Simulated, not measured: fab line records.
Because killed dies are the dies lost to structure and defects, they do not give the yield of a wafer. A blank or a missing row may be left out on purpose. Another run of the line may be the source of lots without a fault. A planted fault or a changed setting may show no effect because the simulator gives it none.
Chamber matching || flow n5_finfet || N5_MOL_CONTACT_COAG_CMP_28 on cmp-01 has 4 sister chambers
The step polishes, stops on SiNx, t overpolish 0.85 s, target thk 14.522 nm. 8 wafers are shown with their chamber, then 7 later ones without.

## WAFERS WITH THEIR CHAMBER
{"wafer": "L074.6", "chamber": 0, "motor_current_A (A)": 12.2, "time_to_endpoint_s (s)": 6.6}
{"wafer": "L076.2", "chamber": 3, "motor_current_A (A)": 11.7, "time_to_endpoint_s (s)": 5.4}
{"wafer": "L076.3", "chamber": 0, "motor_current_A (A)": 12.1, "time_to_endpoint_s (s)": 4.8}
{"wafer": "L076.6", "chamber": 3, "motor_current_A (A)": 12.4, "time_to_endpoint_s (s)": 3.4}
{"wafer": "L082.3", "chamber": 2, "motor_current_A (A)": 11.3, "time_to_endpoint_s (s)": 2.1}
{"wafer": "L082.6", "chamber": 1, "motor_current_A (A)": 13.0, "time_to_endpoint_s (s)": 5.6}
{"wafer": "L086.2", "chamber": 2, "motor_current_A (A)": 10.7, "time_to_endpoint_s (s)": 3.4}
{"wafer": "L086.3", "chamber": 1, "motor_current_A (A)": 13.1, "time_to_endpoint_s (s)": 6.3}

## WAFERS WITHOUT THEIR CHAMBER
{"wafer": "L086.5", "motor_current_A (A)": 11.6, "time_to_endpoint_s (s)": 6.1}
{"wafer": "L088.1", "motor_current_A (A)": 12.8, "time_to_endpoint_s (s)": 3.5}
{"wafer": "L088.3", "motor_current_A (A)": 13.1, "time_to_endpoint_s (s)": 3.5}
{"wafer": "L088.4", "motor_current_A (A)": 11.3, "time_to_endpoint_s (s)": 3.9}
{"wafer": "L096.2", "motor_current_A (A)": 12.8, "time_to_endpoint_s (s)": 2.8}
{"wafer": "L096.4", "motor_current_A (A)": 10.9, "time_to_endpoint_s (s)": 2.0}
{"wafer": "L096.5", "motor_current_A (A)": 11.1, "time_to_endpoint_s (s)": 3.7}

## WHICH CHAMBER EACH WENT THROUGH
{"wafer": "L086.5", "from the rows above": "can't be placed: 0 or 3 or 2", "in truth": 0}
{"wafer": "L088.1", "from the rows above": "can't be placed: 1 or 3 or 0", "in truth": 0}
{"wafer": "L088.3", "from the rows above": "can't be placed: 1 or 3 or 0", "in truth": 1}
{"wafer": "L088.4", "from the rows above": "can't be placed: 2 or 3 or 0", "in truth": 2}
{"wafer": "L096.2", "from the rows above": "can't be placed: 3 or 1 or 0", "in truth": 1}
{"wafer": "L096.4", "from the rows above": 2, "in truth": 2}
{"wafer": "L096.5", "from the rows above": 2, "in truth": 2}
Correctly placed: 2 of 7. Can't be placed from these rows: 5 (the true chamber is among the candidates in 5). 0 placed wrongly.
How it was worked out, from the rows above alone: a wafer's distance from a chamber is the root of the sum, over the readings, of the square of ((its reading less the chamber's mean) divided by the reading's scatter). If the next closest chamber is less than 2 further off than the closest, the wafer can't be placed; otherwise it belongs to the closest. A chamber's mean is the mean of its shown wafers. The scatter: take each reading less its chamber's mean, square it, sum over the shown wafers, divide by the number of wafers less the number of chambers, and take the root.
